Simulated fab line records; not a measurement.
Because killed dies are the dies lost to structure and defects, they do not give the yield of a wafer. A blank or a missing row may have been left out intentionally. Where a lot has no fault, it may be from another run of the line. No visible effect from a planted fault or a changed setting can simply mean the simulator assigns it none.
fab line records | flow n5Finfet
record: lots: 7 | wafers: 39
route steps=1938 shown FIN_CUT@176 STI_FIN_REVEAL@200 DUMMY_GATE@214 SD_ACTIVATION@331 HKMG_FIN@395 BEOL_M4@1111
startH: the number of hours between the record's first day and the start of the first shown wafer of the lot | waitH: hours since the lot's step before | " as in the row above | L1.1+2: one row covering several wafers at once | - no value, or no start given | * or withheld: withheld | < > ~ a bound
route shown NAME@n: a module of which the file shows steps, and the number in the route of the first | usual: mean and standard deviation over wafers with no fault | same: alike in all rows | chamber/n: place in a boat | sites: readings site by site | _std_site: standard deviation of those values | _edge_site: inner sites' mean taken away from outer sites' mean | radiusMm: for every site, how far away it sits from the centre of the wafer | mask NAME#n: copy n | behind: the tool/chamber that last shaped the wafer | hold: cause of the lot's hold/its duration in hours/its outcome | device: transistor that didn't switch, given as n, p or np | end of line: tests run on the same wafers once the route is complete | for a step that has no rows: nothing shown but its recipe | killed: dies that structure and defects cost at the first sort, which is not the same as the wafer's yield | map: a wafer's dies, x killed, . not, _ none there
set.NAME: the setting the step ran with; set.NAME@STEP: the setting that earlier step ran with | model.NAME: the simulator's own value behind a step, which no gauge read
lots where settings were altered on purpose, with a table for each step and a row for each wafer
== steps ==
step: N5_FIN_CUT_CUT_ETCH_15
recipe: chemistry: HBr/Cl2/O2 | target: Si | targetDepthA: 1000 | btTimeS: 10 | maskMaterial: SOC | timeS: 42.4 | ionEnergyEv: * | biasW: * | pressureMtorr: 10 | icpW: 800 | HBr_flow_sccm: 150 | Cl2_flow_sccm: 80 | O2_flow_sccm: 12
step: N5_STI_FIN_REVEAL_OXIDATION_31
recipe: chemistry: O2_PLASMA_REMOTE | tempC: 150 | timeS: 20 | pressureMtorr: 1000 | sourcePowerW: 2000 | o2FlowSccm: 3000
step: N5_DUMMY_GATE_ALD_02
recipe: material: SiO2 | targetThkA: 20 | tempC: 300 | aldPrecursorFamily: BDEAS | aldCoReactant: O2-plasma | pulseTimeS: 1 | pressureTorr: 2
step: N5_DUMMY_GATE_EXPOSE_12
recipe: maskId: GATE | na: 0.33 | sourceShape: annular | sigmaInner: 0.2 | sigmaOuter: 0.6 | polarization: unpolarized | targetCdNm: 25 | doseMj: 34
step: N5_SD_ACTIVATION_LSA_01
recipe: tempC: 1080 | timeS: 0.0008 | ambient: N2
step: N5_HKMG_FIN_EXPOSE_46
recipe: maskId: NDIPOLE | na: 1.35 | sourceShape: conventional | sigmaOuter: 0.8 | polarization: unpolarized | doseMj: 40
step: N5_BEOL_M4_RC_MEAS_101
usual: RC_DENSE_N: 18.9/0.44 | RC_N: 15.4/0.33 | RS_SD_N: 28.3/0.4
lot.wafer | tool      | chamber | startH | waitH | set.targetDepthA@FIN_CUT_CUT_ETCH_15 | set.timeS@STI_FIN_REVEAL_OXIDATION_31 | set.targetThkA@DUMMY_GATE_ALD_02 | set.doseMj@DUMMY_GATE_EXPOSE_12 | set.tempC@SD_ACTIVATION_LSA_01 | set.doseMj@HKMG_FIN_EXPOSE_46 | RC_DENSE_N[ohm.um] | RC_N[ohm.um] | RS_SD_N[ohm/sq]
L078.1    | prober-02 | 0       | 189.52 | 0.0   | 1000                                 | 14.13                                 | 22.5                             | 34                              | 1080                           | 37.63                         | 19.0               | 15.5         | 28.7
L078.2    | "         | 0       | "      | "     | 1000                                 | 20                                    | 20                               | 34                              | 1080                           | 40                            | 18.3               | 15.0         | 28.7
L078.3    | "         | 0       | "      | "     | 1000                                 | 20                                    | 20                               | 34                              | 1069                           | 37.63                         | 20.1               | 16.4         | 29.7
L078.4    | "         | 0       | "      | "     | 1000                                 | 14.13                                 | 22.5                             | 34                              | 1069                           | 40                            | 19.6               | 16.0         | 29.6
L078.5    | "         | 0       | "      | "     | 1000                                 | 14.13                                 | 20                               | 34                              | 1080                           | 40                            | 18.7               | 15.4         | 28.9
L078.6    | "         | 0       | "      | "     | 1000                                 | 20                                    | 22.5                             | 34                              | 1069                           | 37.63                         | 19.4               | 15.8         | 30.0
L079.1    | prober-01 | 0       | 205.61 | 0.0   | 1000                                 | 20                                    | 20                               | 31.84                           | 1089                           | 38.82                         | 17.5               | 14.3         | 27.9
L079.2    | "         | 0       | "      | "     | 1117                                 | 20                                    | 20                               | 31.84                           | 1089                           | 38.82                         | 17.7               | 14.3         | 27.8
L079.3    | "         | 0       | "      | "     | 1000                                 | 14.27                                 | 20                               | 34                              | 1080                           | 40                            | 18.2               | 14.9         | 28.9
L079.4    | "         | 0       | "      | "     | 1117                                 | 20                                    | 17.18                            | 34                              | 1080                           | 38.82                         | 18.6               | 15.3         | 28.7
L079.5    | "         | 0       | "      | "     | 1117                                 | 14.27                                 | 17.18                            | 34                              | 1089                           | 40                            | 18.2               | 14.8         | 28.0
L079.6    | "         | 0       | "      | "     | 1000                                 | 14.27                                 | 17.18                            | 31.84                           | 1080                           | 40                            | 18.3               | 15.0         | 29.0
L080.1    | prober-01 | 0       | 208.66 | 0.0   | 1000                                 | 20                                    | 20                               | 36.26                           | 1070                           | 41.84                         | 19.7               | 16.0         | 29.1
L080.2    | "         | 0       | "      | "     | 1000                                 | 20                                    | 20                               | 34                              | 1080                           | 40                            | 18.5               | 15.3         | 28.7
L080.3    | "         | 0       | "      | "     | 1000                                 | 20                                    | 20                               | 36.26                           | 1070                           | 40                            | 19.6               | 16.1         | 29.5
L080.4    | "         | 0       | "      | "     | 1000                                 | 20                                    | 20                               | 36.26                           | 1080                           | 41.84                         | 18.7               | 15.4         | 28.1
L080.5    | "         | 0       | "      | "     | 1000                                 | 20                                    | 20                               | 34                              | 1080                           | 40                            | 18.3               | 14.9         | 27.8
L080.6    | "         | 0       | "      | "     | 1000                                 | 20                                    | 20                               | 34                              | 1070                           | 41.84                         | 19.1               | 15.5         | 29.8
L085.1    | prober-01 | 0       | 237.85 | 0.0   | 1000                                 | 20                                    | 17.93                            | 32.73                           | 1080                           | 40                            | 18.9               | 15.4         | 28.6
L085.2    | "         | 0       | "      | "     | 1000                                 | 25.88                                 | 20                               | 34                              | 1080                           | 40                            | 19.1               | 15.4         | 28.2
L085.3    | "         | 0       | "      | "     | 1000                                 | 25.88                                 | 20                               | 34                              | 1095                           | 40                            | 17.1               | 14.0         | 26.5
L085.4    | "         | 0       | "      | "     | 962                                  | 20                                    | 20                               | 32.73                           | 1095                           | 40                            | 17.9               | 14.5         | 26.1
L085.5    | "         | 0       | "      | "     | 962                                  | 25.88                                 | 17.93                            | 32.73                           | 1095                           | 40                            | 17.2               | 14.1         | 26.5
L085.6    | "         | 0       | "      | "     | 962                                  | 20                                    | 17.93                            | 34                              | 1080                           | 40                            | 19.2               | 15.5         | 28.1
L089.1    | prober-02 | 0       | 261.97 | 0.0   | 1000                                 | 20                                    | 20                               | 34                              | 1080                           | 40                            | 18.9               | 15.4         | 28.5
L089.2    | "         | 0       | "      | "     | 1000                                 | 20                                    | 20                               | 34                              | 1080                           | 40                            | 19.9               | 16.0         | 28.5
L089.5    | "         | 0       | "      | "     | 1000                                 | 20                                    | 20                               | 34                              | 1080                           | 40                            | 19.4               | 15.8         | 28.6
L091.1    | prober-01 | 0       | 269.45 | 0.0   | 1000                                 | 17.66                                 | 20                               | 34                              | 1089                           | 42.03                         | 18.6               | 14.9         | 26.8
L091.2    | "         | 0       | "      | "     | 1000                                 | 20                                    | 20                               | 34                              | 1089                           | 40                            | 18.8               | 15.4         | 26.9
L091.3    | "         | 0       | "      | "     | 1125                                 | 20                                    | 20                               | 34                              | 1080                           | 40                            | 19.0               | 15.4         | 28.4
L091.4    | "         | 0       | "      | "     | 1125                                 | 17.66                                 | 20                               | 31.62                           | 1080                           | 40                            | 19.7               | 16.0         | 28.0
L091.5    | "         | 0       | "      | "     | 1000                                 | 20                                    | 20                               | 31.62                           | 1080                           | 42.03                         | 18.9               | 15.6         | 28.4
L091.6    | "         | 0       | "      | "     | 1125                                 | 17.66                                 | 20                               | 31.62                           | 1089                           | 42.03                         | 17.9               | 14.7         | 27.2
L095.1    | prober-02 | 0       | 291.49 | 0.0   | 878.7                                | 13.84                                 | 20                               | 34                              | 1080                           | 42.9                          | 18.9               | 15.4         | 28.7
L095.2    | "         | 0       | "      | "     | 1000                                 | 20                                    | 20                               | 34                              | 1089                           | 40                            | 17.5               | 14.4         | 26.9
L095.3    | "         | 0       | "      | "     | 878.7                                | 13.84                                 | 17.75                            | 34                              | 1080                           | 42.9                          | 18.6               | 15.2         | 27.9
L095.4    | "         | 0       | "      | "     | 1000                                 | 20                                    | 17.75                            | 36.69                           | 1089                           | 42.9                          | 17.7               | 14.6         | 27.0
L095.5    | "         | 0       | "      | "     | 1000                                 | 13.84                                 | 20                               | 36.69                           | 1089                           | 40                            | 17.7               | 14.5         | 27.3
L095.6    | "         | 0       | "      | "     | 878.7                                | 20                                    | 17.75                            | 36.69                           | 1080                           | 40                            | 18.5               | 15.3         | 28.1
== key ==
split: step: N5_FIN_CUT_CUT_ETCH_15 | setting: targetDepthA | statedAs: 1000
response none clear
split: step: N5_STI_FIN_REVEAL_OXIDATION_31 | setting: timeS | statedAs: 20
response none clear
split: step: N5_DUMMY_GATE_ALD_02 | setting: targetThkA | statedAs: 20
response none clear
split: step: N5_DUMMY_GATE_EXPOSE_12 | setting: doseMj | statedAs: 34
response none clear
split: step: N5_SD_ACTIVATION_LSA_01 | setting: tempC | statedAs: 1080
response: step: N5_BEOL_M4_RC_MEAS_101 | reading: RS_SD_N | slope: -1.31 | per: 1% | togetherWith: all | explained: 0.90
response: step: N5_BEOL_M4_RC_MEAS_101 | reading: RC_N | slope: -0.795 | per: 1% | togetherWith: all | explained: 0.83
response: step: N5_BEOL_M4_RC_MEAS_101 | reading: RC_DENSE_N | slope: -1.01 | per: 1% | togetherWith: all | explained: 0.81
split: step: N5_HKMG_FIN_EXPOSE_46 | setting: doseMj | statedAs: 40
response none clear
